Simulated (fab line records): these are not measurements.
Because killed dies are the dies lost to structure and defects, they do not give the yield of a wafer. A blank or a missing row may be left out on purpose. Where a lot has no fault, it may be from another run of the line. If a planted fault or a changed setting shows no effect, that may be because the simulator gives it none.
fab line records	flow n5-finfet
[record] lots = 9	wafers = 26	last-day = 17
route steps=1938 shown BEOL_M4@1111 BEOL_M5@1145 BEOL_M15@1786 TV_OPEN@1887 PASSIVATION@1936
lots that met no fault: taken from a fault-free run of the same line
start-h: hours from the record's first day to the start of the lot's first wafer shown	wait-h: how many hours have passed since the lot's step before this one	" the same as in the row above	L1.1+2: a row that stands for several wafers	- value missing, or start not given	* or withheld: withheld	< > ~ a bound
route shown NAME@n: a module of which the file shows steps, and the number in the route of the first	usual: the fault-free wafers' mean and standard deviation	same: alike in all rows	chamber/n: place in a boat	sites: each site's reading	_std_site: their standard deviation	_edge_site: mean of outer sites minus mean of inner sites	radius-mm: how far each site lies from the wafer's centre	mask NAME#n: copy n	behind: the last tool/chamber to shape the wafer	hold: why the lot was held/for how many hours/how that ended	device: the n, p or np transistor that did not switch	end of line: the tests these same wafers got at the end of their route	a step without rows: its recipe alone	killed: dies lost to structure and defects at the first sort, not the wafer's yield	map: the dies of a wafer, with x for killed, . for not killed, _ for no die there
set.NAME: setting as actually run; set.NAME@STEP: the setting as run at that earlier step	model.NAME: the simulator's own value behind a step, which no gauge read
one table for each step of the route and one row for each wafer, over a sample of lots
services: a tool's chamber out of use, with start hour (start-h, from the record's first day; less than 0 if before it), hours out, and reason
[[steps]]
[step N5_BEOL_M4_RC_MEAS_101]
[usual] DIBL_N = 35.9/2.5	DIBL_P = 36.0/3	IOFF_N = 0.16/0.047	IOFF_P = 0.21/0.047	ION_N = 671/14	ION_P = 460/8.8	SS_N = 71.5/0.73	SS_P = 73.2/0.91	VT_N = 250/4.3	VT_P = -251/3.6
lot.wafer	tool	chamber	start-h	wait-h	DIBL_N[mV/V]	DIBL_P[mV/V]	IOFF_N[nA/um]	IOFF_P[nA/um]	ION_N[uA/um]	ION_P[uA/um]	SS_N[mV/dec]	SS_P[mV/dec]	VT_N[mV]	VT_P[mV]
L108.3	prober-02	0	162.56	0.3	34.8	34.4	0.14	0.19	662	453	71.0	73.3	250	-254
L108.4	"	0	"	"	37.7	37.2	0.20	0.22	679	465	72.4	73.2	245	-251
L108.5	"	0	"	"	34.1	33.6	0.14	0.17	653	444	70.5	72.7	249	-256
L110.2	prober-02	0	182.93	0.2	39.5	41.7	0.27	0.31	692	472	72.5	74.9	240	-245
L110.3	"	0	"	"	36.4	37.2	0.17	0.23	671	465	72.1	73.7	247	-248
L110.6	"	0	"	"	35.5	36.5	0.18	0.23	690	472	71.3	74.1	243	-249
L112.1	prober-02	0	185.16	0.0	37.0	37.4	0.17	0.22	679	462	72.2	73.4	250	-252
L112.5	"	0	"	"	35.6	35.8	0.15	0.20	682	463	72.4	72.9	249	-251
L112.6	"	0	"	"	33.9	33.4	0.11	0.16	653	451	71.4	72.3	256	-253
L113.3	prober-01	0	187.33	0.3	39.6	39.0	0.24	0.26	707	475	71.7	74.3	241	-249
L113.4	"	0	"	"	32.6	29.5	0.10	0.13	654	447	69.6	71.7	256	-256
L113.5	"	0	"	"	40.8	38.8	0.28	0.26	684	460	72.6	74.4	243	-248
L123.2	prober-01	0	258.07	0.2	36.1	35.7	0.15	0.22	662	457	72.0	73.1	251	-249
L123.5	"	0	"	"	33.1	33.1	0.10	0.18	661	463	71.2	72.2	255	-250
L123.6	"	0	"	"	34.8	34.8	0.12	0.20	664	469	71.0	72.6	250	-250
L124.3	prober-01	0	266.86	0.3	37.0	37.6	0.17	0.23	685	471	71.3	73.2	247	-253
L124.5	"	0	"	"	38.6	37.4	0.19	0.22	686	466	72.4	73.3	246	-254
L127.3	prober-01	0	280.46	0.3	36.5	36.7	0.16	0.22	681	465	70.9	73.4	250	-249
L127.5	"	0	"	"	38.0	36.8	0.18	0.21	690	461	71.8	73.0	250	-252
L127.6	"	0	"	"	37.2	38.1	0.17	0.25	676	468	72.1	73.2	250	-249
L128.2	prober-01	0	283.90	0.2	34.3	34.8	0.13	0.19	667	460	71.5	73.0	253	-252
L128.4	"	0	"	"	35.8	37.5	0.15	0.22	654	457	71.7	73.7	251	-249
L128.6	"	0	"	"	37.4	40.5	0.21	0.29	692	473	72.7	74.5	243	-244
L130.1	prober-02	0	300.24	0.0	35.0	35.1	0.13	0.19	655	452	71.1	72.8	255	-252
L130.5	"	0	"	"	34.7	34.8	0.15	0.19	681	468	71.2	73.5	251	-250
L130.6	"	0	"	"	32.9	32.7	0.10	0.16	656	455	71.0	72.0	259	-254
[step N5_BEOL_M5_EXPOSE_25]
[recipe] mask-id = V4	na = 0.33	source-shape = quasar	sigma-inner = 0.2	sigma-outer = 0.6	polarization = unpolarized	defocus-nm = 10	dose-mj = 52.75
[usual] reticle-temp-C = 23.01/0.09
lot.wafer	tool	chamber	start-h	wait-h	mask	reticle-temp-C
L108.3	euv-scanner-01	0	166.91	-	V4#0	22.90
L108.4	"	0	"	"	V4#0	22.95
L108.5	"	0	"	"	V4#0	22.92
L110.2	euv-scanner-01	0	186.58	-	V4#0	23.04
L110.3	"	0	"	"	V4#0	23.01
L110.6	"	0	"	"	V4#0	23.05
L112.1	euv-scanner-01	0	189.35	-	V4#0	22.95
L112.5	"	0	"	"	V4#0	22.97
L112.6	"	0	"	"	V4#0	23.18
L113.3	euv-scanner-01	0	192.52	-	V4#0	23.01
L113.4	"	0	"	"	V4#0	22.90
L113.5	"	0	"	"	V4#0	22.89
L123.2	euv-scanner-01	0	263.60	-	V4#0	23.10
L123.5	"	0	"	"	V4#0	22.87
L123.6	"	0	"	"	V4#0	22.97
L124.3	euv-scanner-01	0	271.95	-	V4#0	23.14
L124.5	"	0	"	"	V4#0	23.07
L127.3	euv-scanner-01	0	285.94	-	V4#0	22.87
L127.5	"	0	"	"	V4#0	23.01
L127.6	"	0	"	"	V4#0	22.97
L128.2	euv-scanner-01	0	289.74	-	V4#0	22.89
L128.4	"	0	"	"	V4#0	23.00
L128.6	"	0	"	"	V4#0	23.00
L130.1	euv-scanner-02	0	304.11	-	V4#0	22.88
L130.5	"	0	"	"	V4#0	23.11
L130.6	"	0	"	"	V4#0	23.03
[step N5_BEOL_M15_DESCUM_15]
[recipe] chemistry = O2	time-s = 7.9	source-power-w = 50	bias-power-w = 20	pressure-mtorr = 20	rf-frequency-hz = 2.712e+07	temp-c = 40	o2-flow-sccm = 225
[usual] drypump-motor-current-A = 5.7/0.36	oes-product-au = 0.82/0.068	rf-vpp-V = 243.4/1.2	showerhead-plenum-p-Torr = 2.11/0.049	temp-c = 40.01/0.12	throttle-valve-pct = 20.30/0.29
lot.wafer	tool	chamber	start-h	wait-h	drypump-motor-current-A	oes-product-au	rf-hours-counter-h	rf-vpp-V	showerhead-plenum-p-Torr	temp-c	throttle-valve-pct
L108.3	rie-diel-05	0	242.10	0.0	5.0	0.69	233	244.7	2.16	39.95	20.40
L108.4	"	1	"	"	5.6	0.85	63	243.2	2.13	40.04	20.28
L108.5	"	0	"	"	5.0	0.69	-	242.9	2.16	39.96	20.38
L110.2	rie-diel-01	3	256.47	0.0	6.2	0.89	24	242.0	2.05	40.11	20.09
L110.3	"	1	"	"	5.7	0.83	80	245.0	2.22	40.04	20.50
L110.6	"	0	"	"	5.6	0.96	-	243.0	2.05	40.02	20.08
L123.2	rie-diel-01	2	338.84	0.0	5.8	0.83	83	240.9	2.06	40.02	20.84
L123.5	"	2	"	"	5.8	0.83	-	242.2	2.06	40.08	20.84
L123.6	"	1	"	"	5.7	0.81	-	245.9	2.21	40.12	20.54
L124.3	rie-diel-01	2	343.65	0.0	5.8	0.84	85	241.5	2.06	40.04	20.87
L124.5	"	0	"	"	5.6	0.87	-	242.9	2.04	40.22	20.13
L128.2	rie-diel-05	2	361.54	0.0	5.7	0.84	78	244.0	2.10	40.06	20.10
L128.4	"	0	"	"	5.0	0.96	7	243.6	2.15	40.08	20.13
L128.6	"	3	"	"	5.8	0.82	-	244.1	2.11	40.31	19.76
L127.3	rie-diel-04	3	361.91	0.0	6.1	0.77	167	243.4	2.11	40.12	20.20
L127.5	"	1	"	"	4.9	0.71	-	243.4	2.13	40.09	20.14
L127.6	"	0	"	"	5.4	0.71	-	243.9	2.13	39.79	20.38
L130.1	rie-diel-01	3	384.71	0.0	6.2	0.82	64	241.7	2.04	39.96	20.14
L130.5	"	3	"	"	6.2	0.83	-	242.0	2.04	40.01	20.13
L130.6	"	2	"	"	5.8	0.80	-	241.9	2.06	40.12	20.86
[step N5_BEOL_M15_STRIP_36]
[recipe] chemistry = O2	power-w = 600	temp-c = 60	pressure-mtorr = 30	rf-frequency-hz = 6e+07	bias-power-w = 0	overash-fraction = 0.3	o2-flow-sccm = 225
[usual] drypump-motor-current-A = 5.7/0.34	oes-product-au = 0.82/0.067	rf-vpp-V = 3.7/0.97	showerhead-plenum-p-Torr = 2.12/0.042	temp-c = 60.01/0.12	throttle-valve-pct = 16.52/0.23
lot.wafer	tool	chamber	start-h	wait-h	drypump-motor-current-A	oes-product-au	rf-hours-counter-h	rf-vpp-V	showerhead-plenum-p-Torr	temp-c	throttle-valve-pct
L108.3	rie-diel-05	2	246.12	1.5	5.7	0.90	44	3.9	2.12	60.12	16.35
L108.4	"	3	"	"	5.8	0.87	25	3.8	2.13	60.05	15.99
L108.5	"	2	"	"	5.8	0.89	-	4.8	2.12	60.02	16.34
L110.2	rie-diel-01	2	261.97	2.8	5.8	0.86	59	4.9	2.08	59.84	16.96
L110.3	"	3	"	"	6.2	0.89	25	4.4	2.05	59.93	16.28
L110.6	"	1	"	"	5.7	0.82	-	3.9	2.22	60.01	16.68
L123.2	rie-diel-05	3	341.14	0.3	5.8	0.83	50	3.1	2.12	59.92	16.09
L123.5	"	2	"	"	5.7	0.85	-	3.3	2.11	60.13	16.39
L123.6	"	1	"	"	5.6	0.82	-	3.1	2.12	59.94	16.58
L124.3	rie-diel-01	0	346.12	0.4	5.7	0.85	33	4.8	2.04	59.87	16.38
L124.5	"	1	"	"	5.7	0.81	-	5.0	2.21	59.81	16.75
L128.2	rie-diel-05	0	363.37	0.1	5.0	0.97	8	4.2	2.15	60.12	16.27
L128.4	"	3	"	"	5.8	0.80	57	4.5	2.11	59.89	16.04
L128.6	"	2	"	"	5.7	0.85	-	2.3	2.11	60.06	16.45
L127.3	rie-diel-04	3	368.55	4.7	6.1	0.76	169	3.2	2.11	60.03	16.47
L127.5	"	0	"	"	5.4	0.70	-	2.4	2.13	59.89	16.72
L127.6	"	1	"	"	4.9	0.70	-	4.6	2.14	60.13	16.49
L130.1	rie-diel-05	1	387.11	0.4	5.6	0.79	107	5.5	2.11	59.98	16.58
L130.5	"	0	"	"	5.0	0.92	-	4.1	2.15	59.95	16.31
L130.6	"	1	"	"	5.6	0.80	-	3.9	2.11	60.12	16.61
[step N5_PASSIVATION_PASS_ETCH_74]
[recipe] chemistry = CF4/O2	target = SiNx	target-depth-a = 2200	time-s = 110	ion-energy-ev = 100	pressure-mtorr = 40	source-w = 535	bias-w = 49	Ar_flow_sccm = 100	cf4-flow-sccm = 100	O2_flow_sccm = 10
[usual] drypump-motor-current-A = 5.7/0.37	oes-product-au = 0.80/0.07	rf-vpp-V = 241/5.7	showerhead-plenum-p-Torr = 2.23/0.05	throttle-valve-pct = 15.91/0.2
lot.wafer	tool	chamber	start-h	wait-h	drypump-motor-current-A	oes-product-au	rf-hours-counter-h	rf-vpp-V	showerhead-plenum-p-Torr	throttle-valve-pct
L108.3	rie-diel-04	2	257.67	0.0	6.0	0.92	24	235	2.23	15.93
L108.4	"	1	"	"	4.9	0.73	191	245	2.25	15.72
L108.5	"	3	"	"	6.1	0.78	-	250	2.24	15.76
L110.2	rie-diel-04	2	270.57	0.0	6.0	0.92	28	236	2.23	15.94
L110.3	"	0	"	"	5.4	0.71	202	238	2.28	16.13
L110.6	"	3	"	"	6.1	0.78	-	251	2.24	15.77
L123.2	rie-diel-04	1	351.75	0.0	5.0	0.71	221	244	2.24	15.80
L123.5	"	3	"	"	6.1	0.76	-	252	2.23	15.84
L123.6	"	2	"	"	6.0	0.86	-	236	2.22	16.00
L124.3	rie-diel-01	3	355.98	0.0	6.2	0.85	54	233	2.15	15.63
L124.5	"	3	"	"	6.2	0.85	-	232	2.15	15.64
L128.2	rie-diel-04	1	374.39	0.0	4.9	0.70	228	244	2.23	15.79
L128.4	"	3	"	"	6.1	0.77	-	251	2.23	15.82
L128.6	"	0	"	"	5.4	0.69	-	239	2.27	16.20
L127.3	rie-diel-04	2	378.07	0.0	6.0	0.86	60	237	2.22	16.00
L127.5	"	0	"	"	5.4	0.68	-	237	2.27	16.20
L127.6	"	3	"	"	6.1	0.75	-	251	2.23	15.82
L130.1	rie-diel-01	0	399.34	0.0	5.6	0.84	49	235	2.16	15.82
L130.5	"	2	"	"	5.8	0.81	-	240	2.15	16.25
L130.6	"	1	"	"	5.7	0.75	-	245	2.31	16.13
[step N5_PASSIVATION_PROBE_49]
[usual] defect-limited-yield = 91.4/1.4	killed_at_M0_to_M3 = 34/8.9	killed_at_M4_up = 13/4.6	killed-at-contacts = 12/5.5	killed-at-front-end = 41/11	killed-at-other = 3.1/2.9	killed-dies = 102/16	killed-on-rim = 13/4.2	killed-open = 66/11	killed-short = 34/7.6	sort_bin_5_function = 5.1/0.89	sort_bin_6_memory = 3.2/0.61	sort_bin_8_speed = 0.02/0.12	sort-n-pass = 1078/16	sort-yield-pct = 91.3/1.4
[same] gross-dies = 1180	killed-at-back-side = 0	sort_bin_4_leakage[%] = 0
lot.wafer	tool	chamber	start-h	wait-h	defect-limited-yield[%]	killed_at_M0_to_M3	killed_at_M4_up	killed-at-contacts	killed-at-front-end	killed-at-other	killed-dies	killed-on-rim	killed-open	killed-short	sort_bin_5_function[%]	sort_bin_6_memory[%]	sort_bin_8_speed[%]	sort-n-pass	sort-yield-pct[%]
L108.3	prober-02	-	264.56	0.1	92.5	32	9	6	41	0	88	6	59	26	4.0	3.1	0	1092	92.5
L108.4	prober-02	-	264.61	0.2	89.5	50	6	4	56	8	124	24	74	50	5.8	4.1	0	1056	89.5
L108.5	prober-02	-	264.66	0.2	90.3	35	6	25	41	7	114	9	69	45	6.0	3.3	0	1066	90.3
L110.2	prober-01	-	277.57	0.1	91.8	38	14	12	31	2	97	19	68	28	4.7	3.3	0	1083	91.8
L110.3	prober-01	-	277.62	0.1	90.8	32	11	13	50	2	108	12	67	31	5.3	2.7	0	1072	90.8
L110.6	prober-01	-	277.77	0.3	92.4	31	14	2	42	1	90	12	67	22	4.2	3.4	0	1090	92.4
L112.1	prober-01	-	286.01	0.0	0	47	1085	14	32	2	1180	152	69	41	5.8	3.0	0	0	0
L112.5	prober-01	-	286.21	0.2	0	54	1072	5	46	3	1180	152	71	49	6.7	3.1	0	0	0
L112.6	prober-01	-	286.26	0.3	0	36	1109	15	15	5	1180	152	54	32	4.3	2.8	0	0	0
L113.3	prober-02	-	290.44	0.1	28.1	45	749	16	37	1	848	116	68	41	47.0	18.9	0	332	28.1
L113.4	prober-02	-	290.49	0.2	0	35	1095	19	30	1	1180	152	65	29	4.6	3.2	0	0	0
L113.5	prober-02	-	290.54	0.2	0	31	1110	7	29	3	1180	152	53	31	4.4	2.5	0	0	0
L123.2	prober-02	-	358.13	0.1	89.7	32	13	15	56	6	122	12	76	45	6.4	3.6	0	1058	89.7
L123.5	prober-02	-	358.28	0.2	89.9	33	15	8	56	7	119	15	76	42	5.9	3.9	0	1061	89.9
L123.6	prober-02	-	358.33	0.3	92.2	26	9	4	38	15	92	10	67	23	3.6	4.0	0	1088	92.2
L124.3	prober-02	-	362.56	0.1	93.5	32	14	7	21	3	77	13	46	29	4.4	1.9	0	1103	93.5
L124.5	prober-02	-	362.66	0.2	91.4	34	24	7	34	2	101	18	70	26	4.8	3.3	0	1079	91.4
// killed by level:class
L108.3 BEOL_M3:geometric-particle:open=14 FIN_SAQP:geometric-particle:open=10 FIN_SAQP:geometric-particle:short=6 BEOL_M1:geometric-particle:open=6 MOL_CONTACT_COAG:geometric-particle:open=5 GATE_CUT:geometric-particle:short=4 BEOL_M2:geometric-particle:open=4 STI_FIN_REVEAL:geometric-particle:open=3
L108.4 BEOL_M0_SAQP:geometric-particle:open=17 BEOL_M0_SAQP:geometric-particle:short=11 FIN_SAQP:geometric-particle:short=9 FIN_SAQP:geometric-particle:open=9 GATE_CUT:geometric-particle:short=8 BEOL_M1:geometric-particle:open=6 STI_FIN_REVEAL:geometric-particle:open=5 DUMMY_GATE:geometric-particle:open=5
L108.5 MOL_CONTACT_COAG:geometric-particle:open=19 BEOL_M2:geometric-particle:open=9 FIN_SAQP:geometric-particle:open=8 BEOL_M0_SAQP:geometric-particle:short=8 BEOL_M3:geometric-particle:open=8 GATE_CUT:geometric-particle:short=6 GATE_CUT:geometric-particle:open=6 MOL_CONTACT_COAG:geometric-particle:short=6
L110.2 MOL_CONTACT_COAG:geometric-particle:open=9 BEOL_M1:geometric-particle:open=9 FIN_SAQP:geometric-particle:open=8 BEOL_M2:geometric-particle:open=8 BEOL_M3:geometric-particle:open=6 BEOL_M4:geometric-particle:open=6 FIN_SAQP:geometric-particle:short=5 GATE_CUT:geometric-particle:short=5
L110.3 FIN_SAQP:geometric-particle:open=12 MOL_CONTACT_COAG:geometric-particle:open=12 BEOL_M0_SAQP:geometric-particle:short=10 FIN_SAQP:geometric-particle:short=9 HKMG_FIN:area-etch=9 BEOL_M3:geometric-particle:open=8 GATE_CUT:geometric-particle:short=6 DUMMY_GATE:geometric-particle:open=5
L110.6 BEOL_M3:geometric-particle:open=11 FIN_SAQP:geometric-particle:open=10 FIN_SAQP:geometric-particle:short=8 BEOL_M2:geometric-particle:open=6 STI_FIN_REVEAL:geometric-particle:open=5 BEOL_M0_SAQP:geometric-particle:open=5 BEOL_M7:geometric-particle:open=5 STARTING-WAFER:geometric-particle:open=5
L112.1 BEOL_M5:area-expose=1069 BEOL_M0_SAQP:geometric-particle:open=13 BEOL_M0_SAQP:geometric-particle:short=11 MOL_CONTACT_COAG:geometric-particle:open=11 FIN_SAQP:geometric-particle:open=10 BEOL_M1:geometric-particle:short=8 BEOL_M4:geometric-particle:open=8 BEOL_M3:geometric-particle:open=7
L112.5 BEOL_M5:area-expose=1060 BEOL_M0_SAQP:geometric-particle:open=21 BEOL_M0_SAQP:geometric-particle:short=18 FIN_SAQP:geometric-particle:short=13 BEOL_M1:geometric-particle:open=9 STI_FIN_REVEAL:geometric-particle:open=7 FIN_SAQP:geometric-particle:open=6 MOL_CONTACT_COAG:geometric-particle:open=5
L112.6 BEOL_M5:area-expose=1094 BEOL_M0_SAQP:geometric-particle:short=15 MOL_CONTACT_COAG:geometric-particle:open=14 BEOL_M5:geometric-particle:open=8 BEOL_M0_SAQP:geometric-particle:open=7 BEOL_M2:geometric-particle:open=4 STARTING-WAFER:geometric-particle:open=4 BEOL_M1:geometric-particle:open=3
L113.3 BEOL_M5:area-expose=739 BEOL_M1:geometric-particle:open=16 MOL_CONTACT_COAG:geometric-particle:open=13 GATE_CUT:geometric-particle:short=8 STI_FIN_REVEAL:geometric-particle:open=7 BEOL_M3:geometric-particle:open=7 FIN_SAQP:geometric-particle:open=5 FIN_SAQP:geometric-particle:short=5
L113.4 BEOL_M5:area-expose=1086 MOL_CONTACT_COAG:geometric-particle:open=16 BEOL_M3:geometric-particle:open=11 BEOL_M1:geometric-particle:open=11 BEOL_M3:geometric-particle:short=7 FIN_SAQP:geometric-particle:open=5 DUMMY_GATE:geometric-particle:open=5 STARTING-WAFER:geometric-particle:short=5
L113.5 BEOL_M5:area-expose=1096 FIN_SAQP:geometric-particle:open=6 BEOL_M2:geometric-particle:open=6 STI_FIN_REVEAL:geometric-particle:open=5 DUMMY_GATE:geometric-particle:open=5 BEOL_M0_SAQP:geometric-particle:short=5 BEOL_M1:geometric-particle:open=5 MOL_CONTACT_COAG:geometric-particle:open=4
L123.2 STI_FIN_REVEAL:geometric-particle:open=15 MOL_CONTACT_COAG:geometric-particle:open=12 DUMMY_GATE:geometric-particle:open=11 BEOL_M0_SAQP:geometric-particle:open=11 BEOL_M0_SAQP:geometric-particle:short=8 FIN_SAQP:geometric-particle:short=6 BEOL_M4:geometric-particle:open=6 STI_FIN_REVEAL:geometric-particle:short=5
L123.5 STI_FIN_REVEAL:geometric-particle:open=16 DUMMY_GATE:geometric-particle:open=8 BEOL_M0_SAQP:geometric-particle:short=8 BEOL_M3:geometric-particle:open=8 FIN_SAQP:geometric-particle:open=7 BEOL_M4:geometric-particle:open=7 GATE_CUT:geometric-particle:short=6 MOL_CONTACT_COAG:geometric-particle:open=5
L123.6 STI_FIN_REVEAL:geometric-particle:open=8 DUMMY_GATE:geometric-particle:open=8 BEOL_M0_SAQP:geometric-particle:open=8 MIM_TOP_ETCH:geometric-particle:short=8 GATE_CUT:geometric-particle:open=7 STARTING-WAFER:geometric-particle:open=5 BEOL_M2:geometric-particle:open=4 GATE_CUT:geometric-particle:short=4
L124.3 BEOL_M0_SAQP:geometric-particle:open=9 MOL_CONTACT_COAG:geometric-particle:open=7 BEOL_M0_SAQP:geometric-particle:short=7 BEOL_M4:geometric-particle:open=7 FIN_SAQP:geometric-particle:open=4 BEOL_M3:geometric-particle:open=4 FIN_SAQP:geometric-particle:short=3 BEOL_M1:geometric-particle:open=3
L124.5 BEOL_M4:geometric-particle:open=15 BEOL_M1:geometric-particle:open=11 STI_FIN_REVEAL:geometric-particle:open=7 FIN_SAQP:geometric-particle:open=6 MOL_CONTACT_COAG:geometric-particle:open=6 BEOL_M0_SAQP:geometric-particle:short=6 BEOL_M3:geometric-particle:open=5 GATE_CUT:geometric-particle:short=5
[[services]]
tool	chamber	start-h	hours	kind
rie-diel-04	-	156.29	1.1	repair
euv-scanner-01	-	171.36	1.0	pm
rie-diel-04	1	173.36	6.0	repair
euv-scanner-01	-	177.31	8.6	repair
euv-scanner-01	-	192.91	0.1	repair
rie-diel-04	3	204.29	12.3	repair
rie-diel-01	-	205.20	14.6	pm
euv-scanner-01	-	227.51	1.0	pm
rie-diel-01	2	241.99	4.6	repair
rie-diel-01	2	279.08	5.3	repair
euv-scanner-01	-	283.66	1.0	pm
euv-scanner-01	-	286.98	1.5	repair
euv-scanner-01	-	306.46	4.6	pm
rie-diel-01	3	339.32	3.9	repair
euv-scanner-01	-	339.81	1.0	pm
rie-diel-01	2	358.50	3.5	repair
euv-scanner-01	-	361.88	0.5	repair
euv-scanner-01	-	365.27	0.1	repair
rie-diel-04	2	368.45	6.1	repair
rie-diel-01	-	376.60	0.3	repair
euv-scanner-01	-	379.52	0.2	repair
rie-diel-04	-	382.40	5.6	repair
euv-scanner-01	-	395.96	1.0	pm
rie-diel-04	1	397.88	1.6	repair
[[key]]
[first-sign] step = N5_PASSIVATION_PROBE_49	reading = killed_at_M4_up	direction = up	sigmas = 99+	usual = 13	struck = 1037
[effect] step = N5_PASSIVATION_PROBE_49	reading = defect-limited-yield	direction = down	sigmas = 64	usual = 91.4	struck = 4.7
[more-kills-born-at] N5_BEOL_M5_EXPOSE_25@euv-scanner-01 = 6144
met-at N5_BEOL_M5_EXPOSE_25
struck-lots L112,L113
later-rows-left-out L112.1,L112.5,L112.6,L113.3,L113.4,L113.5
[loop-trim] step = N5_BEOL_M5_EXPOSE_25	setting = dose	lots = L113
not-acting-at N5_BEOL_M15_DESCUM_15,N5_BEOL_M15_STRIP_36,N5_PASSIVATION_PASS_ETCH_74
onset-between 186.58 189.35
[fault] kind = process-parameter-drift	tool = euv-scanner-01	chamber = -	onset-h = 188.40	steps = N5_BEOL_M5_EXPOSE_25	channel = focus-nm	offset = 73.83	spread-by-wafer = 0.3	shape = step	end-h = 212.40
// later-rows-left-out: the simulator's readings of these wafers behind a module that went badly wrong aren't trusted and aren't shown, but for the sort
// loop-trim: a control loop set the setting to another value than it would have without faults
